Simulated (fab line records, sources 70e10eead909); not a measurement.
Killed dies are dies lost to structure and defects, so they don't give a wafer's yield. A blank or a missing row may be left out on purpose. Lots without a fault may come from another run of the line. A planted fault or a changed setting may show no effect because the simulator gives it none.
Problem report in the 8D (eight disciplines) form, filled by code | flow nand_harc | the parts of the form that need people (team, actions taken, sign-off) are left out

1. THE PROBLEM
killed_at_array at NHARC_END_SORT_01 reads a mean of 82 on 3 wafers of 2 lots; wafers without a fault read 27 with a standard deviation of 8.8. That is +6.2 standard deviations from the usual mean.
First seen on wafer L136.1, day 21 17:55, on prober-01. The record holds 6 wafers of 2 lots with a number at this step. Rule for "out", or "out of limits": more than 4 standard deviations from the usual mean. The other wafers with a number count as sound.

2. WHAT IT IS AND WHAT IT IS NOT
question                    | is                           | is not
which readings at this step | killed_at_array, killed_dies | killed_at_other, killed_at_periphery, killed_open, killed_short
which lots                  | L136, L138                   | -
which wafers of those lots  | L136.1, L136.3, L138.2       | L136.2, L138.1, L138.5
read on which gauges        | prober-01, prober-02         | -
when                        | from day 21 17:55            | up to then (0 sound wafers); but 3 sound wafers of L136, L138 came after

3. SUSPECTS, AND WHAT RULES EACH OUT
Counting: a tool at a process step up to the reading stays a suspect if it ran every lot that is out. Sound lots after the first of them don't rule it out here, since some wafers of a struck lot are sound.
- the gauge at NHARC_END_SORT_01: ruled out. The wafers that are out were read on 2 gauges (prober-01, prober-02).
- rie_metal-02 at NHARC_A_WL_FILL_ETCHBACK_17 (etches the open film in Cl2/BCl3, target depth 4 nm, time 26.7 s): kept. It ran every lot that is out, first L136 (day 18 02:37).
- Within rie_metal-02 at NHARC_A_WL_FILL_ETCHBACK_17: the wafers that are out ran in chamber 1; their sound lot-mates ran in chamber 0.
Left after counting: rie_metal-02 at NHARC_A_WL_FILL_ETCHBACK_17.

4. THE CAUSE (what the simulator had put in)
Chamber particle source: rie_metal-02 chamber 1, from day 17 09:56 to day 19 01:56, at NHARC_A_WL_FILL_ETCHBACK_17. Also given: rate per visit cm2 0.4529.
Counting left only this tool.

5. THE CHAIN OF EFFECTS, in route order
Each row: a reading whose mean over the struck wafers that have a number lies more than 3 standard deviations from the usual. Only readings for which the record gives a usual standard deviation are gone through. hours: the time from each lot's start at the first step in this table that gives one to its start at this step, as a median over the lots. sigmas: the change in usual standard deviations.
hours | step              | reading         | usual | on struck wafers | change | sigmas
0     | NHARC_END_SORT_01 | killed_at_array | 27    | 82               | +55    | +6.2
0     | NHARC_END_SORT_01 | killed_dies     | 31    | 85               | +54    | +6.1

6. WHAT WOULD HAVE CAUGHT IT SOONER
In this record the first reading out of limits at a measuring or inspecting step was taken at day 21 17:55, 104 hours after the fault began at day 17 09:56.
Of the tool readings at NHARC_A_WL_FILL_ETCHBACK_17 for which the record gives a usual standard deviation, none was out on any struck wafer, so an alarm limit of 4 standard deviations on them would not have fired.
All the lots that are out (2) had begun NHARC_A_WL_FILL_ETCHBACK_17 on rie_metal-02 by day 21 17:55. A hold on the tool at that time would have spared none of them.
